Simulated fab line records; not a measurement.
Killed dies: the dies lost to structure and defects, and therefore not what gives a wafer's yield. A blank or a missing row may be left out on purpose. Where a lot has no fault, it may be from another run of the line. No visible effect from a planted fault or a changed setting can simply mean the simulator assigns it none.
Chamber matching || flow n5 finfet || rie diel-01 running N5_HKMG_FIN_DESCUM_17: 4 sister chambers
The step chemistry O2, time 7.9 s. 14 wafers are shown with their chamber, then 7 later ones without.

== WAFERS WITH THEIR CHAMBER ==
{"wafer": "L075.2", "chamber": 2, "showerhead plenum p Torr (Torr)": 2.14, "drypump motor current A (A)": 6.4, "throttle valve pct (%)": 20.33}
{"wafer": "L075.3", "chamber": 3, "showerhead plenum p Torr (Torr)": 2.13, "drypump motor current A (A)": 5.6, "throttle valve pct (%)": 20.79}
{"wafer": "L075.6", "chamber": 3, "showerhead plenum p Torr (Torr)": 2.13, "drypump motor current A (A)": 5.6, "throttle valve pct (%)": 20.80}
{"wafer": "L077.1", "chamber": 2, "showerhead plenum p Torr (Torr)": 2.14, "drypump motor current A (A)": 6.4, "throttle valve pct (%)": 20.32}
{"wafer": "L077.2", "chamber": 3, "showerhead plenum p Torr (Torr)": 2.13, "drypump motor current A (A)": 5.6, "throttle valve pct (%)": 20.80}
{"wafer": "L077.5", "chamber": 0, "showerhead plenum p Torr (Torr)": 2.02, "drypump motor current A (A)": 5.9, "throttle valve pct (%)": 20.88}
{"wafer": "L079.1", "chamber": 3, "showerhead plenum p Torr (Torr)": 2.13, "drypump motor current A (A)": 5.6, "throttle valve pct (%)": 20.81}
{"wafer": "L079.2", "chamber": 0, "showerhead plenum p Torr (Torr)": 2.01, "drypump motor current A (A)": 6.0, "throttle valve pct (%)": 20.87}
{"wafer": "L079.4", "chamber": 1, "showerhead plenum p Torr (Torr)": 2.15, "drypump motor current A (A)": 5.8, "throttle valve pct (%)": 20.61}
{"wafer": "L082.2", "chamber": 2, "showerhead plenum p Torr (Torr)": 2.14, "drypump motor current A (A)": 6.5, "throttle valve pct (%)": 20.36}
{"wafer": "L082.3", "chamber": 0, "showerhead plenum p Torr (Torr)": 2.01, "drypump motor current A (A)": 5.9, "throttle valve pct (%)": 20.89}
{"wafer": "L082.6", "chamber": 2, "showerhead plenum p Torr (Torr)": 2.14, "drypump motor current A (A)": 6.5, "throttle valve pct (%)": 20.35}
{"wafer": "L086.2", "chamber": 1, "showerhead plenum p Torr (Torr)": 2.15, "drypump motor current A (A)": 5.8, "throttle valve pct (%)": 20.36}
{"wafer": "L086.3", "chamber": 0, "showerhead plenum p Torr (Torr)": 2.01, "drypump motor current A (A)": 5.9, "throttle valve pct (%)": 20.90}

SIGNATURES (averages over the wafers above)
{"reading": "showerhead plenum p Torr", "chamber 0": 2.0125, "chamber 1": 2.1500, "chamber 2": 2.1400, "chamber 3": 2.1300, "scatter within a chamber": 0.00274}
{"reading": "drypump motor current A", "chamber 0": 5.925, "chamber 1": 5.800, "chamber 2": 6.450, "chamber 3": 5.600, "scatter within a chamber": 0.0418}
{"reading": "throttle valve pct", "chamber 0": 20.8850, "chamber 1": 20.4850, "chamber 2": 20.3400, "chamber 3": 20.8000, "scatter within a chamber": 0.0574}
Rule: for each reading, subtract the chamber's mean from the wafer's reading, divide by that reading's scatter and square the result; add these up over the readings and take the root, which gives the wafer's distance from the chamber. The wafer belongs to the nearest chamber; if the next one is less than 2 further off, it can't be placed. The scatter: take each reading less its chamber's mean, square it, sum over the shown wafers, divide by the number of wafers less the number of chambers, and take the root.

== WAFERS WHOSE CHAMBER IS MISSING ==
{"wafer": "L086.4", "showerhead plenum p Torr (Torr)": 2.12, "drypump motor current A (A)": 5.6, "throttle valve pct (%)": 20.83}
{"wafer": "L085.1", "showerhead plenum p Torr (Torr)": 2.13, "drypump motor current A (A)": 6.5, "throttle valve pct (%)": 20.38}
{"wafer": "L085.4", "showerhead plenum p Torr (Torr)": 2.01, "drypump motor current A (A)": 5.9, "throttle valve pct (%)": 20.89}
{"wafer": "L085.5", "showerhead plenum p Torr (Torr)": 2.13, "drypump motor current A (A)": 6.4, "throttle valve pct (%)": 20.38}
{"wafer": "L097.3", "showerhead plenum p Torr (Torr)": 2.14, "drypump motor current A (A)": 5.8, "throttle valve pct (%)": 20.38}
{"wafer": "L097.4", "showerhead plenum p Torr (Torr)": 2.00, "drypump motor current A (A)": 5.9, "throttle valve pct (%)": 20.95}
{"wafer": "L097.6", "showerhead plenum p Torr (Torr)": 2.11, "drypump motor current A (A)": 5.6, "throttle valve pct (%)": 20.86}

== WHICH CHAMBER EACH WENT THROUGH ==
{"wafer": "L086.4", "from the rows above": 3, "in truth": 3}
{"wafer": "L085.1", "from the rows above": 2, "in truth": 2}
{"wafer": "L085.4", "from the rows above": 0, "in truth": 0}
{"wafer": "L085.5", "from the rows above": 2, "in truth": 2}
{"wafer": "L097.3", "from the rows above": 1, "in truth": 1}
{"wafer": "L097.4", "from the rows above": 0, "in truth": 0}
{"wafer": "L097.6", "from the rows above": 3, "in truth": 3}
7 of 7 placed correctly. Number that these rows cannot place: 0. Wrongly placed: 0.
